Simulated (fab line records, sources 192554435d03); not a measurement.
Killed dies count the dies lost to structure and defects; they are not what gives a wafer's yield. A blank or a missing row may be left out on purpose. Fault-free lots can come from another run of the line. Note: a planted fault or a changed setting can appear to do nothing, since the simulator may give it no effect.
fab line records	flow n5Finfet
record: lots: 7	wafers: 21
route steps=1938 shown WELL_APT@21 PMOS_HMC_CHANNEL_EPI@62 FIN_SAQP@102 STI_FIN_REVEAL@190 SD_EPI_N@288
startH: start of the lot's first displayed wafer, in hours after the record's first day	waitH: hours since the lot's step before	" the same as in the row above	L1.1+2: a single row standing in for several wafers	- no value, or no start given	* or withheld: withheld	< > ~ a bound
route shown NAME@n: names a module that has steps shown in the file, with the first one's number in the route	usual: mean/standard deviation taken from wafers without a fault	same: alike in all rows	chamber/n: place in a boat	sites: per-site readings	_std_site: how widely they spread, as a standard deviation	_edge_site: inner sites' mean taken away from outer sites' mean	radiusMm: for every site, how far away it sits from the centre of the wafer	mask NAME#n: copy n	behind: tool/chamber where the wafer was last shaped	hold: cause of the lot's hold/its duration in hours/its outcome	device: the n, p or np transistor that did not switch	end of line: the tests these same wafers got at the end of their route	a step without rows: its recipe alone	killed: dies lost to structure and defects at the first sort, not the wafer's yield	map: per-die view of a wafer (x killed, . not killed, _ where there is no die)
set.NAME: the setting as run; set.NAME@STEP: as run at that earlier step	model.NAME: the simulator's own value behind a step, which no gauge read
lots run with intentionally changed settings; tables by step, rows by wafer
== steps ==
step: N5_WELL_APT_COAT_02
recipe: spinRpm: 1357	resistThkNm: 950
lot.wafer	tool	chamber	startH	waitH	set.spinRpm	model.coat_of_WELL_APT_COAT_02.thkNm
L075.1	lithoTrack-03	0	-	-	1425	925.1
L075.2	"	0	"	"	1425	925
L075.4	"	0	"	"	1357	946.9
L086.2	lithoTrack-05	0	-	-	1357	948.3
L086.3	"	0	"	"	1357	950.6
L086.4	"	0	"	"	1357	949.4
L087.2	lithoTrack-02	0	-	-	1357	950.9
L087.4	"	0	"	"	1357	949.4
L087.5	"	0	"	"	1432	926.5
L090.1	lithoTrack-03	0	-	-	1269	979.8
L090.3	"	0	"	"	1269	985.6
L090.4	"	0	"	"	1357	951.4
L091.1	lithoTrack-02	0	-	-	1357	949.8
L091.3	"	0	"	"	1357	952
L091.5	"	0	"	"	1485	906.8
L092.2	lithoTrack-03	0	-	-	1357	949.1
L092.3	"	0	"	"	1357	949.5
L092.5	"	0	"	"	1248	988.7
L093.1	lithoTrack-03	0	-	-	1357	953.3
L093.4	"	0	"	"	1461	917.8
L093.5	"	0	"	"	1357	948.4
step: N5_WELL_APT_PEB_06
recipe: pebTempC: 130	pebTimeS: 90
lot.wafer	tool	chamber	startH	waitH	set.pebTimeS
L075.1+4	lithoTrack-05	0	19.75	0.1	102.8
L075.2	"	0	"	"	90
L086.2+3+4	lithoTrack-05	0	85.74	0.0	90
L087.2+4	lithoTrack-03	0	91.57	0.0	108.6
L087.5	"	0	"	"	90
L090.1+3+4	lithoTrack-02	0	109.61	0.1	90
L091.1	lithoTrack-02	0	115.88	0.1	90
L091.3+5	"	0	"	"	95.24
L092.2+3+5	lithoTrack-02	0	121.49	0.0	90
L093.1+4	lithoTrack-05	0	127.46	0.1	90
L093.5	"	0	"	"	74.78
step: N5_WELL_APT_DEVELOP_07
recipe: developTimeS: 45	rinseLiquid: surfactantRinse	dry: airSpin	devTempC: 21
step: N5_WELL_APT_HARDBAKE_12
recipe: tempC: 130	timeS: 120
step: N5_WELL_APT_CD_MEAS_08
recipe: targetCdNm: 200	landingEnergyEv: 500	detector: seInlens
usual: cdNm: 200.0/1.4
lot.wafer	tool	chamber	startH	waitH	set.pebTimeS@WELL_APT_PEB_06	cdNm
L075.1	cdSem-01	0	19.87	-	102.8	206.5
L075.2	"	0	"	"	90	199.6
L075.4	"	0	"	"	102.8	205.9
L086.2	cdSem-03	0	85.85	-	90	201.3
L086.3	"	0	"	"	90	198.6
L086.4	"	0	"	"	90	197.9
L087.2	cdSem-01	0	91.68	-	108.6	206.3
L087.4	"	0	"	"	108.6	206.1
L087.5	"	0	"	"	90	198.9
L090.1	cdSem-02	0	109.72	-	90	199.3
L090.3	"	0	"	"	90	197.9
L090.4	"	0	"	"	90	201.4
L091.1	cdSem-03	0	116.00	-	90	202.0
L091.3	"	0	"	"	95.24	203.1
L091.5	"	0	"	"	95.24	205.1
L092.2	cdSem-02	0	121.61	-	90	199.7
L092.3	"	0	"	"	90	199.4
L092.5	"	0	"	"	90	200.1
L093.1	cdSem-02	0	127.58	-	90	197.8
L093.4	"	0	"	"	90	200.6
L093.5	"	0	"	"	74.78	191.3
step: N5_WELL_APT_DESCUM_13
recipe: chemistry: O2	timeS: 7.9	sourcePowerW: 50	biasPowerW: 20	pressureMtorr: 20	rfFrequencyHz: 2.712e+07	tempC: 40	o2FlowSccm: 225
lot.wafer	tool	chamber	startH	waitH	set.pebTimeS@WELL_APT_PEB_06	model.WELL_APT.cdNm
L075.1	rieDiel-01	1	19.96	0.0	102.8	206.2
L075.2	"	0	"	"	90	199.6
L075.4	"	2	"	"	102.8	205.6
L086.2	rieDiel-06	2	85.94	0.0	90	201.1
L086.3	"	3	"	"	90	198.6
L086.4	"	1	"	"	90	197.7
L087.2	rieDiel-06	1	92.35	0.6	108.6	206.1
L087.4	"	0	"	"	108.6	205.9
L087.5	"	2	"	"	90	199.1
L090.1	rieDiel-01	1	109.81	0.0	90	199.8
L090.3	"	0	"	"	90	198.2
L090.4	"	2	"	"	90	201.3
L091.1	rieDiel-03	2	116.14	0.1	90	201.9
L091.3	"	1	"	"	95.24	202.9
L091.5	"	1	"	"	95.24	205.4
L092.2	rieDiel-03	2	121.70	0.0	90	199.7
L092.3	"	1	"	"	90	199.2
L092.5	"	2	"	"	90	200.1
L093.1	rieDiel-01	2	127.77	0.1	90	197.2
L093.4	"	0	"	"	90	200.5
L093.5	"	3	"	"	74.78	191.1
step: N5_PMOS_HMC_CHANNEL_EPI_EXPOSE_06
recipe: maskId: PMOS_HMC_BLK	na: 1.35	sourceShape: conventional	sigmaOuter: 0.8	polarization: unpolarized	targetCdNm: 240	doseMj: 41
lot.wafer	tool	chamber	startH	waitH	mask	set.doseMj
L075.1+2	arfiScanner-01	0	23.29	-	PMOS_HMC_BLK#0	42.7
L075.4	"	0	"	"	PMOS_HMC_BLK#0	41
L086.2+3+4	arfiScanner-01	0	89.09	-	PMOS_HMC_BLK#0	41
L087.2+5	arfiScanner-03	0	95.60	-	PMOS_HMC_BLK#0	41
L087.4	"	0	"	"	PMOS_HMC_BLK#0	39.02
L090.1+3	arfiScanner-02	0	113.91	-	PMOS_HMC_BLK#0	42.94
L090.4	"	0	"	"	PMOS_HMC_BLK#0	41
L091.1+3+5	arfiScanner-02	0	119.96	-	PMOS_HMC_BLK#0	41
L092.2	arfiScanner-02	0	125.11	-	PMOS_HMC_BLK#0	42.3
L092.3+5	"	0	"	"	PMOS_HMC_BLK#0	41
L093.1+5	arfiScanner-02	0	131.07	-	PMOS_HMC_BLK#0	41
L093.4	"	0	"	"	PMOS_HMC_BLK#0	38.45
step: N5_PMOS_HMC_CHANNEL_EPI_PEB_07
recipe: pebTempC: 110	pebTimeS: 60	resist: CAR-ArF-block
step: N5_PMOS_HMC_CHANNEL_EPI_DEVELOP_08
recipe: developTimeS: 30	developer: TMAH	resist: CAR-ArF-block	devTempC: 23	rinseLiquid: diw	dry: airSpin
step: N5_PMOS_HMC_CHANNEL_EPI_CD_MEAS_09
recipe: targetCdNm: 237.4	landingEnergyEv: 500	detector: seInlens
usual: cdNm: 237.3/1.1
lot.wafer	tool	chamber	startH	waitH	set.doseMj@PMOS_HMC_CHANNEL_EPI_EXPOSE_06	cdNm
L075.1	cdSem-01	0	23.41	-	42.7	240.6
L075.2	"	0	"	"	42.7	239.3
L075.4	"	0	"	"	41	237.6
L086.2	cdSem-02	0	89.21	-	41	237.6
L086.3	"	0	"	"	41	237.5
L086.4	"	0	"	"	41	237.9
L087.2	cdSem-01	0	95.72	-	41	237.5
L087.4	"	0	"	"	39.02	231.9
L087.5	"	0	"	"	41	237.7
L090.1	cdSem-03	0	114.03	-	42.94	239.9
L090.3	"	0	"	"	42.94	240.5
L090.4	"	0	"	"	41	236.5
L091.1	cdSem-03	0	120.08	-	41	237.9
L091.3	"	0	"	"	41	237.1
L091.5	"	0	"	"	41	235.2
L092.2	cdSem-02	0	125.23	-	42.3	241.3
L092.3	"	0	"	"	41	238.8
L092.5	"	0	"	"	41	238.7
L093.1	cdSem-01	0	131.20	-	41	235.9
L093.4	"	0	"	"	38.45	232.0
L093.5	"	0	"	"	41	237.5
step: N5_PMOS_HMC_CHANNEL_EPI_DESCUM_14
recipe: chemistry: O2	timeS: 7.9	sourcePowerW: 50	biasPowerW: 20	pressureMtorr: 20	rfFrequencyHz: 2.712e+07	tempC: 40	resist: CAR-ArF-block	o2FlowSccm: 225
lot.wafer	tool	chamber	startH	waitH	set.timeS	set.doseMj@PMOS_HMC_CHANNEL_EPI_EXPOSE_06	model.PMOS_HMC_CHANNEL_EPI.cdNm
L075.1	rieDiel-04	0	23.50	0.0	7.9	42.7	240.5
L075.2	"	2	"	"	7.9	42.7	239.5
L075.4	"	1	"	"	8.89	41	238
L086.2+3	rieDiel-02	0,2	89.30	0.0	7.9	41	237.8
L086.4	"	0	"	"	7.9	41	237.9
L087.2	rieDiel-05	3	95.81	0.0	8.726	41	237.2
L087.4	"	0	"	"	7.9	39.02	231.6
L087.5	"	0	"	"	7.9	41	237.4
L090.1	rieDiel-04	2	114.12	0.0	7.9	42.94	240
L090.3	"	1	"	"	7.024	42.94	240.2
L090.4	"	3	"	"	7.9	41	236.3
L091.1	rieDiel-05	3	120.17	0.0	6.771	41	237.7
L091.3	"	1	"	"	6.771	41	237.1
L091.5	"	0	"	"	6.771	41	235.1
L092.2	rieDiel-05	2	125.32	0.0	7.9	42.3	241
L092.3	"	3	"	"	7.9	41	238.5
L092.5	"	3	"	"	7.9	41	238.8
L093.1	rieDiel-02	0	131.29	0.0	7.9	41	235.7
L093.4	"	0	"	"	7.9	38.45	232
L093.5	"	3	"	"	7.9	41	237.7
step: N5_PMOS_HMC_CHANNEL_EPI_ETCH_32
recipe: chemistry: N2/H2	target: BARC	stopOn: SiO2	targetDepthA: 858	overEtchFrac: 0.3	timeS: 50.3	ionEnergyEv: 200	maskMaterial: CAR-ArF-block	pressureMtorr: 30	sourceW: 840	biasW: 150	n2FlowSccm: 200	h2FlowSccm: 200
lot.wafer	tool	chamber	startH	waitH	set.doseMj@PMOS_HMC_CHANNEL_EPI_EXPOSE_06	model.PMOS_HMC_CHANNEL_EPI.cdNm
L075.1	rieDiel-04	0	23.54	0.0	42.7	242.1
L075.2	"	2	"	"	42.7	241.1
L075.4	"	1	"	"	41	240.1
L086.2+4	rieDiel-02	0	89.33	0.0	41	241.6
L086.3	"	2	"	"	41	240.1
L087.2	rieDiel-05	3	95.84	0.0	41	239.5
L087.4	"	0	"	"	39.02	234.2
L087.5	"	0	"	"	41	240.6
L090.1	rieDiel-04	2	114.16	0.0	42.94	243.1
L090.3	"	1	"	"	42.94	243.4
L090.4	"	3	"	"	41	238.8
L091.1	rieDiel-05	3	120.21	0.0	41	239.3
L091.3	"	1	"	"	41	238.9
L091.5	"	0	"	"	41	237.7
L092.2	rieDiel-05	2	125.36	0.0	42.3	243.2
L092.3	"	3	"	"	41	240
L092.5	"	3	"	"	41	240.5
L093.1	rieDiel-02	0	131.32	0.0	41	238.8
L093.4	"	0	"	"	38.45	235.4
L093.5	"	3	"	"	41	240.9
step: N5_FIN_SAQP_HM_DEP_72
recipe: material: SiO2	targetThkA: 120	tempC: 400	precursor: SiH4/N2O	pressureTorr: 0.75	rfW: 275	timeS: 7.2
lot.wafer	tool	chamber	startH	waitH	set.timeS	model.SiO2_of_FIN_SAQP_HM_DEP_72.thkNm
L075.1	pecvd-04	1	28.29	0.0	7.2	11.6
L075.2	"	0	"	"	6.372	10.69
L075.4	"	1	"	"	6.372	10.33
L086.2	pecvd-03	0	95.37	0.0	7.2	11.42
L086.3	"	1	"	"	7.2	11.58
L086.4	"	1	"	"	7.2	11.84
L087.2	pecvd-04	0	102.36	0.0	6.414	10.41
L087.4	"	1	"	"	7.2	11.66
L087.5	"	0	"	"	7.2	11.94
L090.1	pecvd-01	2	118.96	0.0	6.195	10.23
L090.3+4	"	1,0	"	"	7.2	12
L091.1	pecvd-04	1	124.15	0.0	7.2	11.76
L091.3	"	2	"	"	7.2	11.88
L091.5	"	0	"	"	7.2	12.37
L092.2	pecvd-04	0	130.37	0.0	7.2	11.83
L092.3	"	2	"	"	7.2	11.81
L092.5	"	2	"	"	7.2	12.16
L093.1	pecvd-03	2	135.19	0.0	7.2	11.91
L093.4	"	0	"	"	7.2	11.85
L093.5	"	2	"	"	7.2	12.07
step: N5_FIN_SAQP_EXPOSE_13
recipe: maskId: FIN_CORE	na: 1.35	sourceShape: dipole	sigmaInner: 0.538	sigmaOuter: 0.738	polarization: te	targetCdNm: 35.6	doseMj: 63.25
lot.wafer	tool	chamber	startH	waitH	mask	set.doseMj
L075.1+2+4	arfiScanner-03	0	28.63	-	FIN_CORE#0	67.32
L086.2+3+4	arfiScanner-02	0	95.69	-	FIN_CORE#0	63.25
L087.2+4+5	arfiScanner-02	0	102.56	-	FIN_CORE#0	60.36
L090.1+3	arfiScanner-03	0	119.15	-	FIN_CORE#0	65.57
L090.4	"	0	"	"	FIN_CORE#0	63.25
L091.1+3	arfiScanner-01	0	124.47	-	FIN_CORE#0	63.25
L091.5	"	0	"	"	FIN_CORE#0	67.79
L092.2+5	arfiScanner-03	0	130.70	-	FIN_CORE#0	63.25
L092.3	"	0	"	"	FIN_CORE#0	64.51
L093.1+4+5	arfiScanner-02	0	135.53	-	FIN_CORE#0	63.25
step: N5_FIN_SAQP_PEB_14
recipe: pebTempC: withheld	pebTimeS: 60	resist: CAR-ArF
step: N5_FIN_SAQP_DEVELOP_15
recipe: developTimeS: 30	developer: TMAH	resist: CAR-ArF	devTempC: 23	rinseLiquid: diw	dry: airSpin
step: N5_FIN_SAQP_ETCH_52
recipe: chemistry: N2/H2	target: SOC	targetDepthA: 1000	overetchA: 200	maskMaterial: SiARC	tempC: 40	timeS: 150	ionEnergyEv: 200	pressureMtorr: 30	sourceW: 840	biasW: 150	n2FlowSccm: 200	h2FlowSccm: 200	ends: endPoint
step: N5_FIN_SAQP_STRIP_53
recipe: chemistry: N2/H2	tempC: 40	n2FlowSccm: 200	h2FlowSccm: 200	rfFrequencyHz: 6e+07
step: N5_FIN_SAQP_HM_OPEN_73
recipe: chemistry: CHF3/O2	target: SiO2	stopOn: a-Si	targetDepthA: 120	overEtchFrac: 1.8	maskMaterial: SOC	timeS: 16.8	pressureMtorr: 30	sourceW: 650	biasW: 170	Ar_flow_sccm: 200	CHF3_flow_sccm: 50	O2_flow_sccm: 5	ionEnergyEv: 200	ends: endPoint
lot.wafer	tool	chamber	startH	waitH	set.timeS@FIN_SAQP_HM_DEP_72	model.etch.depthNm
L075.1	rieDiel-06	3	29.05	0.0	7.2	11.6
L075.2	"	1	"	"	6.372	10.69
L075.4	"	2	"	"	6.372	10.33
L086.2	rieDiel-01	3	96.11	0.0	7.2	11.42
L086.3	"	0	"	"	7.2	11.58
L086.4	"	0	"	"	7.2	11.84
L087.2	rieDiel-01	2	103.33	0.0	6.414	10.41
L087.4	"	0	"	"	7.2	11.66
L087.5	"	1	"	"	7.2	11.94
L090.1	rieDiel-06	1	119.58	0.0	6.195	10.23
L090.3+4	"	2,0	"	"	7.2	12
L091.1	rieDiel-06	1	124.89	0.0	7.2	11.76
L091.3	"	2	"	"	7.2	11.88
L091.5	"	0	"	"	7.2	12.37
L092.2	rieDiel-03	3	131.22	0.0	7.2	11.83
L092.3	"	0	"	"	7.2	11.81
L092.5	"	1	"	"	7.2	12.16
L093.1	rieDiel-03	1	135.96	0.0	7.2	11.91
L093.4	"	0	"	"	7.2	11.85
L093.5	"	1	"	"	7.2	12.07
step: N5_STI_FIN_REVEAL_ETCHBACK_08
recipe: chemistry: C4F6/O2	target: SiO2	targetDepthA: 305	timeS: 10.167	ionEnergyEv: 250	pressureMtorr: 30	sourceW: 345	biasW: 185	Ar_flow_sccm: 300	C4F6_flow_sccm: 10	O2_flow_sccm: 10
lot.wafer	tool	chamber	startH	waitH	set.timeS
L075.1+4	rieDiel-03	0,1	40.66	0.2	12.29
L075.2	"	1	"	"	10.167
L086.2+3+4	rieDiel-01	0,2,3	111.38	0.2	10.167
L087.2+4	rieDiel-01	0,2	114.52	0.2	10.167
L087.5	"	1	"	"	11.51
L090.1+3	rieDiel-06	0,2	132.32	0.2	10.167
L090.4	"	3	"	"	10.78
L091.1+3	rieDiel-06	0,3	136.73	0.2	11.97
L091.5	"	2	"	"	10.167
L092.2+3+5	rieDiel-01	1,0,3	142.42	0.2	10.167
L093.1	rieDiel-03	3	147.57	0.2	8.975
L093.4+5	"	1,0	"	"	10.167
step: N5_STI_FIN_REVEAL_PRECLEAN_17
recipe: chemistry: NF3:NH3	afsCycles: 1	tempC: 30	timeS: 20	sublimationTempC: 180	sublimationTimeS: 60	pressureTorr: 3	rfPowerW: 30
lot.wafer	tool	chamber	startH	waitH	set.timeS
L075.1+4	remotePlasma-01	1	43.33	0.0	16.84
L075.2	"	1	"	"	20
L086.2+3+4	remotePlasma-01	0	113.79	0.1	20
L087.2+5	remotePlasma-01	1	116.70	0.1	15.97
L087.4	"	1	"	"	20
L090.1	remotePlasma-01	1	134.70	0.0	20
L090.3+4	"	1	"	"	17.69
L091.1	remotePlasma-02	1	138.87	0.0	15.72
L091.3+5	"	1	"	"	20
L092.2+3+5	remotePlasma-02	0	144.59	0.1	20
L093.1+4+5	remotePlasma-01	1	149.71	0.0	20
step: N5_STI_FIN_REVEAL_ETCH_34
recipe: chemistry: H2	mode: isotropic	material: Si	target: Si	targetDepthA: 9.7	tempC: 20	pressureMtorr: 4.5	icpW: 300	biasW: 0	h2FlowSccm: 7.5	heFlowSccm: 142.5
step: N5_STI_FIN_REVEAL_OXIDATION_31
recipe: chemistry: O2_PLASMA_REMOTE	tempC: 150	timeS: 20	pressureMtorr: 1000	sourcePowerW: 2000	o2FlowSccm: 3000
step: N5_STI_FIN_REVEAL_SRD_23
recipe: dry: ipaMarangoni	timeS: 30	tempC: 23	rinseLiquid: diw
step: N5_STI_FIN_REVEAL_FIN_H_MEAS_10
usual: trenchDepthNm: 51.6/0.75
lot.wafer	tool	chamber	startH	waitH	set.timeS@STI_FIN_REVEAL_ETCHBACK_08	trenchDepthNm
L075.1	ocd-01	-	44.32	0.0	12.29	56.8
L075.2	"	-	"	"	10.167	51.5
L075.4	"	-	"	"	12.29	57.5
L086.2	ocd-01	-	114.60	0.0	10.167	51.7
L086.3	"	-	"	"	10.167	51.8
L086.4	"	-	"	"	10.167	52.2
L087.2	ocd-02	-	117.50	0.0	10.167	51.5
L087.4	"	-	"	"	10.167	52.1
L087.5	"	-	"	"	11.51	55.3
L090.1	ocd-02	-	135.54	0.0	10.167	52.3
L090.3	"	-	"	"	10.167	52.1
L090.4	"	-	"	"	10.78	54.8
L091.1	ocd-01	-	139.70	0.0	11.97	56.1
L091.3	"	-	"	"	11.97	58.0
L091.5	"	-	"	"	10.167	51.9
L092.2	ocd-01	-	145.55	0.0	10.167	51.8
L092.3	"	-	"	"	10.167	50.4
L092.5	"	-	"	"	10.167	51.9
L093.1	ocd-01	-	150.88	0.0	8.975	47.6
L093.4	"	-	"	"	10.167	51.8
L093.5	"	-	"	"	10.167	51.3
step: N5_SD_EPI_N_EPI_21
recipe: material: Si:P	dopant: P	tempC: 680	pressureTorr: 255	timeS: 690
lot.wafer	tool	chamber	startH	waitH	set.timeS	model.Si-P_of_SD_EPI_N_EPI_21.thkNm
L075.1	epiRpcvd-04	0	58.21	0.1	690	59
L075.2	"	0	"	"	690	59.2
L075.4	"	0	"	"	690	59.4
L086.2+3	epiRpcvd-04	0	130.47	0.4	690	58.6
L086.4	"	0	"	"	690	59.4
L087.2	epiRpcvd-02	0	131.77	0.7	690	57.8
L087.4	"	0	132.77	1.6	763.1	63.4
L087.5	"	0	"	"	690	58
L090.1	epiRpcvd-02	0	148.34	0.1	690	59.2
L090.3	"	0	"	"	690	59.6
L090.4	"	0	"	"	690	59.4
L091.1	epiRpcvd-04	0	152.46	0.2	571.4	51.6
L091.3	"	0	"	"	571.4	52
L091.5	"	0	"	"	690	58
L092.2	epiRpcvd-01	0	159.11	0.4	690	57.8
L092.3	"	0	"	"	809.9	65.2
L092.5	"	0	"	"	690	58
L093.1	epiRpcvd-01	0	166.90	0.1	690	58.6
L093.4	"	0	"	"	809	65
L093.5	"	0	"	"	690	58.2
step: N5_SD_EPI_N_EPI_MEAS_23
recipe: mode: xrd
usual: thkNm: 59.0/1.2
lot.wafer	tool	chamber	startH	waitH	set.timeS@SD_EPI_N_EPI_21	thkNm
L075.1	filmMetro-01	-	59.92	1.4	690	60.9
L075.2	"	-	"	"	690	59.2
L075.4	"	-	"	"	690	59.3
L086.2	filmMetro-02	-	131.91	1.2	690	57.7
L086.3	"	-	"	"	690	57.8
L086.4	"	-	"	"	690	59.2
L087.2	filmMetro-01	-	134.30	2.0	690	57.1
L087.4	"	-	"	"	763.1	64.4
L087.5	"	-	"	"	690	58.0
L090.1	filmMetro-02	-	150.08	1.5	690	60.9
L090.3	"	-	"	"	690	60.2
L090.4	"	-	"	"	690	58.5
L091.1	filmMetro-02	-	154.75	2.0	571.4	51.0
L091.3	"	-	"	"	571.4	51.6
L091.5	"	-	"	"	690	57.2
L092.2	filmMetro-01	-	160.55	1.2	690	56.3
L092.3	"	-	"	"	809.9	64.8
L092.5	"	-	"	"	690	56.5
L093.1	filmMetro-01	-	168.62	1.4	690	57.4
L093.4	"	-	"	"	809	65.4
L093.5	"	-	"	"	690	57.4
== key ==
split: step: N5_WELL_APT_COAT_02	setting: spinRpm	stated: 1357	by: wafer
response: step: N5_WELL_APT_COAT_02	reading: model.coat_of_WELL_APT_COAT_02.thkNm	change: -4.61	per: 1%	r: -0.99
split: step: N5_WELL_APT_PEB_06	setting: pebTimeS	stated: 90	by: wafer
response: step: N5_WELL_APT_CD_MEAS_08	reading: cdNm	change: +0.411	per: 1%	r: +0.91
response: step: N5_WELL_APT_DESCUM_13	reading: model.WELL_APT.cdNm	change: +0.396	per: 1%	r: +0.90
split: step: N5_PMOS_HMC_CHANNEL_EPI_EXPOSE_06	setting: doseMj	stated: 41	by: wafer
response: step: N5_PMOS_HMC_CHANNEL_EPI_CD_MEAS_09	reading: cdNm	change: +0.832	per: 1%	r: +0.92
response: step: N5_PMOS_HMC_CHANNEL_EPI_DESCUM_14	reading: model.PMOS_HMC_CHANNEL_EPI.cdNm	change: +0.807	per: 1%	r: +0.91
response: step: N5_PMOS_HMC_CHANNEL_EPI_ETCH_32	reading: model.PMOS_HMC_CHANNEL_EPI.cdNm	change: +0.832	per: 1%	r: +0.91
split: step: N5_PMOS_HMC_CHANNEL_EPI_DESCUM_14	setting: timeS	stated: 7.9	by: wafer
response none clear
split: step: N5_FIN_SAQP_HM_DEP_72	setting: timeS	stated: 7.2	by: wafer
response: step: N5_FIN_SAQP_HM_DEP_72	reading: model.SiO2_of_FIN_SAQP_HM_DEP_72.thkNm	change: +0.117	per: 1%	r: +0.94
response: step: N5_FIN_SAQP_HM_OPEN_73	reading: model.etch.depthNm	change: +0.117	per: 1%	r: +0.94
split: step: N5_FIN_SAQP_EXPOSE_13	setting: doseMj	stated: 63.25	by: wafer
response none clear
split: step: N5_STI_FIN_REVEAL_ETCHBACK_08	setting: timeS	stated: 10.167	by: wafer
response: step: N5_STI_FIN_REVEAL_FIN_H_MEAS_10	reading: trenchDepthNm	change: +0.289	per: 1%	r: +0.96
split: step: N5_STI_FIN_REVEAL_PRECLEAN_17	setting: timeS	stated: 20	by: wafer
response none clear
split: step: N5_SD_EPI_N_EPI_21	setting: timeS	stated: 690	by: wafer
response: step: N5_SD_EPI_N_EPI_21	reading: model.Si-P_of_SD_EPI_N_EPI_21.thkNm	change: +0.403	per: 1%	r: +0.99
response: step: N5_SD_EPI_N_EPI_MEAS_23	reading: thkNm	change: *	per: 1%	r: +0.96
